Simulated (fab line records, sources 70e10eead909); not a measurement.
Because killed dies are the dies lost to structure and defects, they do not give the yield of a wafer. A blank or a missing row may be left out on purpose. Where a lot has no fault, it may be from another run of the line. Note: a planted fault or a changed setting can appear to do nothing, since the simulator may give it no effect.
fab line records	flow nandHarc
[record] lots = 6	wafers = 18	lastDay = 33
route steps=1302 shown A_CHANNEL_HOLE_D2@583
lots untouched by any fault: they come from a run of this same line in which no faults occurred
startH: start of the lot's first displayed wafer, in hours after the record's first day	waitH: time in hours since the lot's previous step	" same as the row above	L1.1+2: a row that stands for several wafers	- either no value or no given start	* or withheld: withheld	< > ~ a bound
route shown NAME@n: NAME is a module with steps in the file, n the number in the route of the first one	usual: mean and standard deviation over wafers with no fault	same: alike in all rows	chamber/n: place in a boat	sites: per-site readings	_std_site: the standard deviation of these	_edge_site: outer sites' mean less inner sites'	radiusMm: for every site, how far away it sits from the centre of the wafer	mask NAME#n: copy n	behind: the tool/chamber that last shaped the wafer	hold: the reason the lot was held/the length of the hold in hours/how it ended	device: whichever transistor did not switch (one of n, p or np)	end of line: the route-end tests of the same wafers	step lacking rows: just its recipe	killed: not the wafer's yield, but the dies lost to structure and defects at the first sort	map: the dies of a wafer, with x for killed, . for not killed, _ for no die there
set.NAME: setting as actually run; set.NAME@STEP: the setting as run at that earlier step	model.NAME: the simulator's own value behind a step, which no gauge read
certain route steps with their lots: each step a table, each wafer a row
services: from which hour (startH, from the record's first day; less than 0 if before it) a tool's chamber was out of use, for how many hours, and why
[[steps]]
[step NHARC_A_CHANNEL_HOLE_D2_OVL_MEAS_11]
[usual] overlayXNm = -0.1/0.74	overlayYNm = 0.2/0.9
lot.wafer	tool	chamber	startH	waitH	overlayXNm	overlayYNm
L572.2	overlay-02	-	394.33	-	0.4	-0.4
L572.5	"	-	"	"	-0.5	-0.1
L572.6	"	-	"	"	0.0	-0.2
L571.2	overlay-01	-	410.48	-	-0.5	0.5
L571.3	"	-	"	"	-0.6	0.7
L571.5	"	-	"	"	-0.7	0.9
L576.1	overlay-01	-	439.11	-	-0.5	0.7
L576.2	"	-	"	"	-0.6	1.0
L576.5	"	-	"	"	-0.1	0.3
L575.3	overlay-01	-	439.90	-	-0.6	-0.4
L575.5	"	-	"	"	0.5	-0.7
L575.6	"	-	"	"	-0.2	-0.2
L577.2	overlay-01	-	452.17	-	-1.0	0.3
L577.4	"	-	"	"	-0.5	0.2
L577.6	"	-	"	"	-0.8	0.5
L584.1	overlay-02	-	516.96	-	-0.6	1.0
L584.3	"	-	"	"	-0.7	1.1
L584.5	"	-	"	"	-0.3	1.2
[step NHARC_A_CHANNEL_HOLE_D2_INSPECT_12]
[usual] rawDefectCount = 27/23
lot.wafer	tool	chamber	startH	waitH	rawDefectCount
L572.2	defectInspect-02	-	394.36	0.0	8
L572.5	"	-	"	"	13
L572.6	"	-	"	"	13
L571.2	defectInspect-01	-	410.52	0.0	53
L571.3	"	-	"	"	68
L571.5	"	-	"	"	73
L576.1	defectInspect-01	-	439.14	0.0	57
L576.2	"	-	"	"	60
L576.5	"	-	"	"	81
L575.3	defectInspect-01	-	439.94	0.0	16
L575.5	"	-	"	"	12
L575.6	"	-	"	"	13
L577.2	defectInspect-01	-	452.20	0.0	11
L577.4	"	-	"	"	14
L577.6	"	-	"	"	12
L584.1	defectInspect-02	-	517.00	0.0	6
L584.3	"	-	"	"	6
L584.5	"	-	"	"	2
[step NHARC_A_CHANNEL_HOLE_D2_DESCUM_15]
[recipe] timeS = 3	o2FlowSccm = 200	arFlowSccm = 0	biasPowerW = 0	chemistry = O2
[step NHARC_A_CHANNEL_HOLE_D2_ETCH_38]
[recipe] targetDepthA = 390	overEtchFrac = 0.3	timeS = 65	ionEnergyEv = 80	cf4FlowSccm = 150	arFlowSccm = 0	rfW = 300	biasW = 100	chemistry = CF4
[step NHARC_A_CHANNEL_HOLE_D2_ETCH_39]
[recipe] targetDepthA = 2600	overEtchFrac = 0.3	timeS = 325	ionEnergyEv = 200	n2FlowSccm = 150	h2FlowSccm = 150	arFlowSccm = 0	rfW = 400	biasW = 150	chemistry = N2/H2
[step NHARC_A_CHANNEL_HOLE_D2_ETCH_34]
[recipe] targetDepthA = 1540	timeS = 77	cf4FlowSccm = 100	chf3FlowSccm = 30	arFlowSccm = 0	rfW = 500	biasW = 200	chemistry = CF4/CHF3
[step NHARC_A_CHANNEL_HOLE_D2_ETCH_16]
[recipe] targetDepthA = 31000	overEtchFrac = 0.3	timeS = 806	ionEnergyEv = 150	o2FlowSccm = 400	cosFlowSccm = 20	arFlowSccm = 0	rfW = 500	biasW = 300	chemistry = O2/COS
[usual] biasW = 300.2/0.89	chamberPressureMTorr = 19.999/0.018	drypumpMotorCurrentA = 5.8/0.52	oesProductAu = 1.003/0.011	rfVppV = 314.1/1.9	showerheadPlenumPTorr = 3.12/0.12	throttleValvePct = 28.331/0.0088
lot.wafer	tool	chamber	startH	waitH	biasW	chamberPressureMTorr	drypumpMotorCurrentA	oesProductAu	rfHoursCounterH	rfVppV	showerheadPlenumPTorr	throttleValvePct
L572.2	rieDiel-05	1	-	-	299.9	20.000	5.2	1.007	9.0	314.5	3.05	28.315
L572.6	"	2	"	"	298.6	20.021	5.2	1.005	-	312.8	3.12	28.349
L572.5	"	3	"	"	299.9	20.017	6.1	1.030	-	311.5	2.93	28.336
L571.2	rieDiel-09	2	-	-	300.1	19.992	5.8	0.990	5.2	313.9	3.07	28.326
L571.3	"	1	"	"	298.7	19.955	6.6	1.008	5.6	313.0	3.05	28.331
L571.5	"	1	"	"	300.8	19.993	6.7	1.006	-	314.0	3.05	28.331
L576.1	rieDiel-05	3	-	-	299.7	20.007	6.1	1.017	1.5	312.4	2.93	28.324
L576.2	"	0	"	"	298.7	19.972	6.5	1.013	1.3	316.5	3.27	28.322
L576.5	"	2	"	"	301.3	20.004	5.2	0.998	-	314.0	3.12	28.338
L575.3	rieDiel-10	3	-	-	300.0	19.997	5.1	0.982	0.3	316.7	3.16	28.334
L575.5	"	1	"	"	300.0	19.988	5.9	0.987	-	313.2	3.10	28.337
L575.6	"	2	"	"	300.1	19.994	4.9	0.998	-	315.5	3.29	28.339
L577.2	rieDiel-10	0	-	-	300.5	19.996	5.9	0.988	2.0	312.7	3.06	28.325
L577.4	"	2	"	"	300.5	19.974	5.0	1.008	2.4	317.0	3.29	28.328
L577.6	"	3	"	"	301.0	19.994	5.1	1.001	-	315.0	3.16	28.331
L584.3	rieDiel-05	2	-	-	300.6	20.010	5.1	0.990	6.9	313.7	3.12	28.322
L584.1	"	1	"	"	301.7	19.990	5.2	0.999	6.1	313.1	3.05	28.320
L584.5	"	2	"	"	301.1	19.978	5.1	0.993	-	314.1	3.12	28.317
[step NHARC_A_CHANNEL_HOLE_D2_CD_MEAS_18]
[usual] cdNm = 98.6/2.2
lot.wafer	tool	chamber	startH	waitH	cdNm
L572.2	cdSem-02	-	395.55	-	97.4
L572.5	"	-	"	"	102.3
L572.6	"	-	"	"	97.3
L571.2	cdSem-03	-	411.89	-	97.5
L571.3	"	-	"	"	96.7
L571.5	"	-	"	"	96.1
L576.1	cdSem-01	-	440.77	-	99.4
L576.2	"	-	"	"	97.2
L576.5	"	-	"	"	92.3
L575.3	cdSem-03	-	441.11	-	100.7
L575.5	"	-	"	"	98.6
L575.6	"	-	"	"	98.6
L577.2	cdSem-01	-	453.95	-	96.9
L577.4	"	-	"	"	98.5
L577.6	"	-	"	"	99.1
L584.1	cdSem-02	-	518.18	-	99.8
L584.3	"	-	"	"	98.8
L584.5	"	-	"	"	101.1
[step NHARC_A_CHANNEL_HOLE_D2_ETCH_19]
[recipe] biasV = 1200	sourceW = 2500	pressureMtorr = 15	timeS = 34.5	arFlowSccm = 375	c4f8FlowSccm = 28.8	o2FlowSccm = 96.2	tempC = -20	targetDepthA = *	chemistry = C4F8/O2/Ar
[usual] biasV = 1201/11	c4f8FlowSccm = 28.80/0.08	drypumpMotorCurrentA = 5.9/0.62	showerheadPlenumPTorr = 3.78/0.17	throttleValvePct = 37.038/0.0094
lot.wafer	tool	chamber	startH	waitH	biasV	c4f8FlowSccm	drypumpMotorCurrentA	rfHoursCounterH	showerheadPlenumPTorr	throttleValvePct
L572.2	harEtch-02	1	398.18	2.6	1211	28.90	6.9	4	3.96	37.037
L572.6	"	1	"	"	1199	28.75	6.8	-	3.96	37.044
L572.5	"	0	"	"	1196	28.77	5.9	-	3.98	37.028
L571.2	harEtch-01	1	413.95	2.1	1196	28.71	5.3	225	3.70	37.054
L571.3	"	1	"	"	1195	28.66	5.3	-	3.70	37.043
L571.5	"	0	"	"	1203	28.75	5.3	-	3.55	37.030
L576.2	harEtch-02	1	443.56	2.8	1203	28.82	6.8	31	3.94	37.027
L576.1	"	0	"	"	1204	28.80	5.9	31	3.97	37.034
L576.5	"	0	"	"	1207	28.79	5.9	-	3.97	37.040
L575.3	harEtch-01	0	444.68	3.6	1210	28.72	5.4	-	3.54	37.038
L575.6	"	1	"	"	1212	28.80	5.3	-	3.68	37.035
L575.5	"	0	"	"	1199	28.83	5.4	-	3.54	37.033
L577.2	harEtch-01	1	454.04	0.1	1207	28.76	5.3	252	3.68	37.039
L577.4	"	1	"	"	1219	28.64	5.3	-	3.68	37.033
L577.6	"	1	"	"	1190	28.73	5.3	-	3.68	37.043
L584.1	harEtch-02	1	518.25	0.1	1185	28.77	6.8	73	3.92	37.037
L584.3	"	0	"	"	1211	28.66	5.9	-	3.94	37.027
L584.5	"	0	"	"	1203	28.75	5.9	-	3.94	37.050
[step NHARC_A_CHANNEL_HOLE_D2_ETCH_20]
[recipe] biasV = 3000	sourceW = withheld	pressureMtorr = 20	timeS = 361.9	arFlowSccm = 375	c4f8FlowSccm = 89.3	o2FlowSccm = 35.7	tempC = -20	targetDepthA = 16000	chemistry = C4F8/O2/Ar
[step NHARC_A_CHANNEL_HOLE_D2_ETCH_21]
[recipe] biasV = 3000	sourceW = withheld	pressureMtorr = 20	timeS = 514.3	arFlowSccm = 375	c4f8FlowSccm = 89.3	o2FlowSccm = 35.7	tempC = -20	targetDepthA = 16000	chemistry = C4F8/O2/Ar
[step NHARC_A_CHANNEL_HOLE_D2_ETCH_22]
[recipe] biasV = 3000	sourceW = withheld	pressureMtorr = 20	timeS = 666.7	arFlowSccm = 375	c4f8FlowSccm = 89.3	o2FlowSccm = 35.7	tempC = -20	targetDepthA = 16000	chemistry = C4F8/O2/Ar
[usual] c4f8FlowSccm = 89.32/0.27	chamberPressureMTorr = 19.999/0.018	drypumpMotorCurrentA = 5.9/0.62	showerheadPlenumPTorr = 3.74/0.16	throttleValvePct = 32.155/0.0089
lot.wafer	tool	chamber	startH	waitH	c4f8FlowSccm	chamberPressureMTorr	drypumpMotorCurrentA	rfHoursCounterH	showerheadPlenumPTorr	throttleValvePct
L572.2	harEtch-02	1	399.05	0.4	89.40	20.007	6.9	5	3.90	32.151
L572.6	"	1	"	"	89.38	20.015	6.9	-	3.90	32.163
L572.5	"	0	"	"	89.01	20.033	5.9	-	3.93	32.149
L571.2	harEtch-01	1	414.90	0.4	89.41	19.993	5.3	226	3.65	32.152
L571.3	"	1	"	"	89.51	20.015	5.3	-	3.65	32.161
L571.5	"	0	"	"	89.23	20.033	5.4	-	3.52	32.164
L576.2	harEtch-02	1	444.42	0.4	89.24	19.993	6.8	32	3.89	32.137
L576.1	"	0	"	"	89.37	19.993	5.9	32	3.91	32.162
L576.5	"	0	"	"	89.48	20.006	5.9	-	3.92	32.143
L575.3	harEtch-01	0	445.78	0.4	89.13	20.025	5.4	-	3.51	32.156
L575.6	"	1	"	"	89.80	19.982	5.3	-	3.64	32.165
L575.5	"	0	"	"	89.46	19.955	5.4	-	3.51	32.144
L577.2	harEtch-01	1	454.98	0.4	89.18	20.011	5.3	253	3.64	32.137
L577.4	"	1	"	"	89.44	19.975	5.3	-	3.64	32.154
L577.6	"	1	"	"	89.32	19.997	5.3	-	3.64	32.159
L584.1	harEtch-02	1	519.12	0.4	88.92	20.001	6.8	73	3.87	32.141
L584.3	"	0	"	"	89.32	19.999	5.9	-	3.89	32.158
L584.5	"	0	"	"	89.32	19.989	5.9	-	3.89	32.164
[step NHARC_A_CHANNEL_HOLE_D2_ETCH_23]
[recipe] biasV = 5000	sourceW = withheld	pressureMtorr = 20	timeS = 819	arFlowSccm = 375	c4f8FlowSccm = 89.3	o2FlowSccm = 35.7	tempC = -20	targetDepthA = 16000	chemistry = C4F8/O2/Ar
[usual] c4f8FlowSccm = 89.33/0.25	chamberPressureMTorr = 20.000/0.019	drypumpMotorCurrentA = 5.9/0.61	showerheadPlenumPTorr = 3.74/0.16	throttleValvePct = 32.155/0.0088
lot.wafer	tool	chamber	startH	waitH	c4f8FlowSccm	chamberPressureMTorr	drypumpMotorCurrentA	rfHoursCounterH	showerheadPlenumPTorr	throttleValvePct
L572.2	harEtch-02	1	399.60	0.5	89.15	20.004	6.8	5	3.90	32.162
L572.6	"	1	"	"	89.36	20.006	6.9	-	3.90	32.152
L572.5	"	0	"	"	89.52	19.986	5.9	-	3.93	32.159
L571.2	harEtch-01	1	415.50	0.5	89.13	19.999	5.3	227	3.65	32.161
L571.3	"	1	"	"	89.38	19.979	5.3	-	3.65	32.143
L571.5	"	0	"	"	88.96	19.972	5.4	-	3.52	32.141
L576.2	harEtch-02	1	445.00	0.5	-	-	-	-	-	-
L576.1	"	0	"	"	-	-	-	-	-	-
L576.5	"	0	"	"	-	-	-	-	-	-
L575.3	harEtch-01	0	446.41	0.5	-	-	-	-	-	-
L575.6	"	1	"	"	-	-	-	-	-	-
L575.5	"	0	"	"	-	-	-	-	-	-
L577.2	harEtch-01	1	455.57	0.5	89.29	19.987	5.3	253	3.64	32.166
L577.4	"	1	"	"	89.20	20.016	5.3	-	3.64	32.154
L577.6	"	1	"	"	89.46	19.992	5.3	-	3.64	32.143
L584.1	harEtch-02	1	519.68	0.5	89.42	20.003	6.8	74	3.86	32.147
L584.3	"	0	"	"	89.23	20.005	5.9	-	3.89	32.162
L584.5	"	0	"	"	89.47	19.984	5.9	-	3.89	32.144
[step NHARC_A_CHANNEL_HOLE_D2_ETCH_24]
[recipe] biasV = 5000	sourceW = withheld	pressureMtorr = 20	timeS = 906.2	arFlowSccm = 375	c4f8FlowSccm = 93.8	o2FlowSccm = 31.2	tempC = -20	targetDepthA = 15000	chemistry = C4F8/O2/Ar
[step NHARC_A_CHANNEL_HOLE_D2_ETCH_25]
[recipe] biasV = 5000	sourceW = withheld	pressureMtorr = 20	timeS = 1040.2	arFlowSccm = 375	c4f8FlowSccm = 93.8	o2FlowSccm = 31.2	tempC = -20	targetDepthA = 15000	chemistry = C4F8/O2/Ar
[step NHARC_A_CHANNEL_HOLE_D2_ETCH_26]
[recipe] biasV = 300	sourceW = 2000	pressureMtorr = 30	timeS = 224.1	arFlowSccm = 375	c4f8FlowSccm = 11.4	o2FlowSccm = 113.6	tempC = -20	targetDepthA = 3000	chemistry = C4F8/O2/Ar
[step NHARC_A_CHANNEL_HOLE_D2_ETCH_27]
[recipe] biasV = 400	sourceW = 2000	pressureMtorr = 25	timeS = 90	arFlowSccm = 375	c4f8FlowSccm = 41.7	o2FlowSccm = 83.3	tempC = -20	targetDepthA = 4000	chemistry = C4F8/O2/Ar
[usual] biasV = 399/4.3	c4f8FlowSccm = 41.68/0.13	drypumpMotorCurrentA = 5.9/0.61	showerheadPlenumPTorr = 3.78/0.17	throttleValvePct = 27.620/0.0087
lot.wafer	tool	chamber	startH	waitH	biasV	c4f8FlowSccm	drypumpMotorCurrentA	rfHoursCounterH	showerheadPlenumPTorr	throttleValvePct
L572.2	harEtch-02	1	402.14	0.2	390	41.52	6.8	8	3.95	27.612
L572.6	"	1	"	"	395	41.54	6.9	-	3.95	27.632
L572.5	"	0	"	"	399	41.61	5.9	-	3.98	27.624
L571.2	harEtch-01	1	417.95	0.2	402	41.97	5.3	229	3.69	27.614
L571.3	"	1	"	"	404	41.98	5.3	-	3.69	27.618
L571.5	"	0	"	"	399	41.90	5.4	-	3.55	27.633
L576.2	harEtch-02	1	447.52	0.2	394	41.48	6.8	35	3.93	27.617
L576.1	"	0	"	"	403	41.69	5.9	35	3.96	27.640
L576.5	"	0	"	"	411	41.81	5.9	-	3.96	27.628
L575.3	harEtch-01	0	448.69	0.2	400	41.73	5.4	-	3.54	27.622
L575.6	"	1	"	"	398	41.44	5.3	-	3.68	27.626
L575.5	"	0	"	"	400	41.71	5.4	-	3.54	27.617
L577.2	harEtch-01	1	458.02	0.2	399	41.63	5.3	256	3.68	27.623
L577.4	"	1	"	"	404	41.76	5.3	-	3.68	27.611
L577.6	"	1	"	"	404	41.58	5.4	-	3.68	27.626
L584.1	harEtch-02	1	522.23	0.2	395	41.75	6.8	76	3.91	27.627
L584.3	"	0	"	"	395	41.60	5.9	-	3.94	27.616
L584.5	"	0	"	"	397	41.50	5.9	-	3.94	27.614
[step NHARC_A_CHANNEL_HOLE_D2_STRIP_41]
[recipe] n2FlowSccm = 150	h2FlowSccm = 150	arFlowSccm = 0	biasW = 0	chemistry = N2/H2
[step NHARC_A_CHANNEL_HOLE_D2_STRIP_42]
[recipe] cf4FlowSccm = 100	chf3FlowSccm = 30	arFlowSccm = 0	biasW = 0	chemistry = CF4/CHF3
[step NHARC_A_CHANNEL_HOLE_D2_STRIP_43]
[recipe] o2FlowSccm = 400	cosFlowSccm = 20	arFlowSccm = 0	biasW = 0	chemistry = O2/COS
[step NHARC_A_CHANNEL_HOLE_D2_ETCH_44]
[recipe] targetDepthA = 1400	overetchA = 140	timeS = 77	ionEnergyEv = 100	cf4FlowSccm = 80	o2FlowSccm = 20	arFlowSccm = 0	rfW = 300	biasW = 100	chemistry = CF4/O2
[usual] biasW = 100.0/0.31	cf4FlowSccm = 80.04/0.26	drypumpMotorCurrentA = 5.8/0.5	oesProductAu = 1.001/0.011	rfVppV = 198.0/1.2	showerheadPlenumPTorr = 1.34/0.052	throttleValvePct = 13.399/0.0099
lot.wafer	tool	chamber	startH	waitH	biasW	cf4FlowSccm	drypumpMotorCurrentA	oesProductAu	rfHoursCounterH	rfVppV	showerheadPlenumPTorr	throttleValvePct	model.A_CHANNEL_HOLE_D2.cdNm
L572.2	rieDiel-05	2	402.88	0.1	99.9	79.78	5.2	1.000	9.1	197.8	1.33	13.396	88.58
L572.5	"	2	"	"	99.9	80.03	5.1	0.997	-	198.4	1.33	13.410	90.2
L572.6	"	3	"	"	100.0	80.01	6.0	1.019	-	196.7	1.25	13.387	91.86
L571.3	rieDiel-05	0	418.66	0.1	99.4	80.47	6.4	0.999	0.0	198.0	1.40	13.388	89.66
L571.2	"	2	"	"	99.7	80.06	5.1	1.001	0.0	197.9	1.33	13.415	89.64
L571.5	"	1	"	"	100.2	79.76	5.2	1.009	-	196.5	1.30	13.407	89.63
L576.1	rieDiel-05	0	448.27	0.1	100.3	80.16	6.5	1.003	2.0	199.1	1.40	13.385	98.92
L576.2	"	2	"	"	99.7	80.11	5.1	0.999	2.0	197.2	1.33	13.401	2.213
L576.5	"	3	"	"	99.6	80.34	6.0	1.020	-	197.4	1.25	13.400	92.06
L575.3	rieDiel-09	0	449.36	0.1	100.3	80.29	5.7	0.994	8.6	199.5	1.41	13.403	100.6
L575.6	"	1	"	"	99.8	80.00	6.6	1.008	-	196.4	1.30	13.403	98.59
L575.5	"	2	"	"	99.5	80.21	5.8	0.982	-	197.8	1.31	13.411	98.26
L577.4	rieDiel-09	0	458.73	0.0	100.1	79.67	5.7	0.994	8.8	199.9	1.41	13.408	92.05
L577.2	"	3	"	"	99.7	79.92	6.0	0.988	6.1	197.7	1.40	13.388	90.29
L577.6	"	1	"	"	100.0	79.82	6.7	0.997	-	198.2	1.30	13.410	90.06
L584.1	rieDiel-09	1	522.99	0.1	100.0	79.85	6.7	0.987	0.7	197.5	1.30	13.399	88.98
L584.3	"	2	"	"	100.0	79.82	5.8	1.008	0.8	197.6	1.31	13.410	89.17
L584.5	"	3	"	"	100.1	79.55	6.0	1.013	-	198.8	1.40	13.406	90.21
[step NHARC_A_CHANNEL_HOLE_D2_STRIP_28]
[recipe] o2FlowSccm = 500	arFlowSccm = 0	biasW = 0	chemistry = O2
[usual] drypumpMotorCurrentA = 5.8/0.52	oesProductAu = 1.002/0.012	rfVppV = 57.8/0.89	showerheadPlenumPTorr = 3.55/0.13	throttleValvePct = 17.037/0.0087
lot.wafer	tool	chamber	startH	waitH	drypumpMotorCurrentA	oesProductAu	rfHoursCounterH	rfVppV	showerheadPlenumPTorr	throttleValvePct
L572.2	rieDiel-05	0	-	-	6.5	0.990	9.0	58.4	3.70	17.034
L572.5	"	2	"	"	5.2	0.996	-	57.6	3.53	17.037
L572.6	"	3	"	"	6.1	1.022	-	56.8	3.32	17.033
L571.2	rieDiel-05	3	-	-	6.1	1.022	0.0	58.2	3.32	17.031
L571.3	"	0	"	"	6.5	0.997	0.1	57.5	3.70	17.027
L571.5	"	1	"	"	5.3	1.016	-	58.1	3.45	17.026
L576.1	rieDiel-05	1	-	-	5.3	1.014	1.7	58.5	3.45	17.064
L576.2	"	2	"	"	5.1	0.991	2.1	58.6	3.53	17.037
L576.5	"	2	"	"	5.1	0.991	-	58.2	3.53	17.030
L575.3	rieDiel-09	3	-	-	6.0	1.004	5.9	58.9	3.69	17.041
L575.5	"	1	"	"	6.7	0.998	-	57.2	3.44	17.052
L575.6	"	2	"	"	5.8	0.988	-	58.4	3.47	17.051
L577.4	rieDiel-09	3	-	-	6.0	1.007	6.1	57.6	3.69	17.037
L577.2	"	1	"	"	6.7	1.009	9.3	58.4	3.44	17.047
L577.6	"	0	"	"	5.7	0.992	-	57.7	3.72	17.037
L584.1	rieDiel-09	2	-	-	5.8	1.016	0.9	59.2	3.47	17.043
L584.3	"	1	"	"	6.7	0.995	0.8	58.7	3.44	17.048
L584.5	"	2	"	"	5.8	0.999	-	57.2	3.47	17.058
[step NHARC_A_CHANNEL_HOLE_D2_PRECLEAN_29]
[recipe] timeS = *	tempC = 50	bathAgeMin = 0	chemistry = SC1
[step NHARC_A_CHANNEL_HOLE_D2_SRD_30]
[step NHARC_A_CHANNEL_HOLE_D2_CD_MEAS_31]
[usual] cdNm = 90.1/1.5
lot.wafer	tool	chamber	startH	waitH	hold	cdNm
L572.2	cdSem-01	-	403.68	-	-	88.3
L572.5	"	-	"	"	-	89.6
L572.6	"	-	"	"	-	91.3
L571.2	cdSem-01	-	419.46	-	-	89.5
L571.3	"	-	"	"	-	89.6
L571.5	"	-	"	"	-	89.2
L576.1	cdSem-02	-	449.06	-	awaitDispo/0.2h/release	0.5
L576.2	"	-	"	"	awaitDispo/0.2h/release	2.8
L576.5	"	-	"	"	awaitDispo/0.2h/release	0.8
L576.1	cdSem-02	-	449.25	0.2	-	0.4
L576.2	"	-	"	"	-	2.8
L576.5	"	-	"	"	-	0.5
L575.3	cdSem-01	-	450.15	-	awaitDispo/0.2h/release	0.7
L575.5	"	-	"	"	awaitDispo/0.2h/release	0.7
L575.6	"	-	"	"	awaitDispo/0.2h/release	0.0
L575.3	cdSem-01	-	450.33	0.2	-	0.9
L575.5	"	-	"	"	-	0.8
L575.6	"	-	"	"	-	0.0
L577.2	cdSem-01	-	459.53	-	-	90.4
L577.4	"	-	"	"	-	92.2
L577.6	"	-	"	"	-	90.6
L584.1	cdSem-02	-	523.77	-	-	88.5
L584.3	"	-	"	"	-	88.7
L584.5	"	-	"	"	-	89.9
[[services]]
tool	chamber	startH	hours	kind
rieDiel-10	1	374.87	7.8	repair
harEtch-02	-	377.00	17.0	pm
harEtch-02	0	377.00	17.0	ventCycle
harEtch-02	1	377.00	17.0	ventCycle
rieDiel-05	0	385.10	-	clean
rieDiel-05	1	385.10	-	clean
rieDiel-05	2	385.10	-	clean
rieDiel-05	3	385.10	-	clean
harEtch-02	0	394.00	-	clean
harEtch-02	0	394.00	-	consumableReplace:focusRing
harEtch-02	0	394.00	-	consumableReplace:showerhead
harEtch-02	1	394.00	-	clean
harEtch-02	1	394.00	-	consumableReplace:focusRing
rieDiel-05	-	406.60	9.0	pm
rieDiel-05	0	406.60	9.0	ventCycle
rieDiel-05	1	406.60	9.0	ventCycle
rieDiel-05	2	406.60	9.0	ventCycle
rieDiel-05	3	406.60	9.0	ventCycle
rieDiel-09	3	408.66	6.2	repair
rieDiel-05	0	415.60	-	clean
rieDiel-10	-	419.50	9.0	pm
rieDiel-10	3	431.38	8.0	repair
rieDiel-10	3	478.23	5.2	repair
rieDiel-09	-	497.74	9.0	pm
[[key]]
[firstSign] step = NHARC_A_CHANNEL_HOLE_D2_ETCH_23	reading = toolRecord	direction = missing
[effect] step = NHARC_A_CHANNEL_HOLE_D2_CD_MEAS_31	reading = visit	direction = added
[effect] step = NHARC_A_CHANNEL_HOLE_D2_CD_MEAS_31	reading = cdNm	direction = down	sigmas = 60	usual = 90.1	struck = 0.9
[modelEffect] step = NHARC_A_CHANNEL_HOLE_D2_ETCH_44	value = A_CHANNEL_HOLE_D2.cdNm	without = 90.04	struck = 81.77
metAt NHARC_A_CHANNEL_HOLE_D2_ETCH_23
struckWafers L575.3,L575.5,L575.6,L576.1,L576.2,L576.5
scrappedBehind NHARC_A_CHANNEL_HOLE_D2_CD_MEAS_31 L575.3,L575.5,L575.6,L576.1,L576.2,L576.5
onsetBetween 415.50 445.00
[fault] kind = skippedStepWhole	tool = harEtch-01,harEtch-02	chamber = -	onsetH = 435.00	steps = NHARC_A_CHANNEL_HOLE_D2_ETCH_23	scope = struckLotsOnly
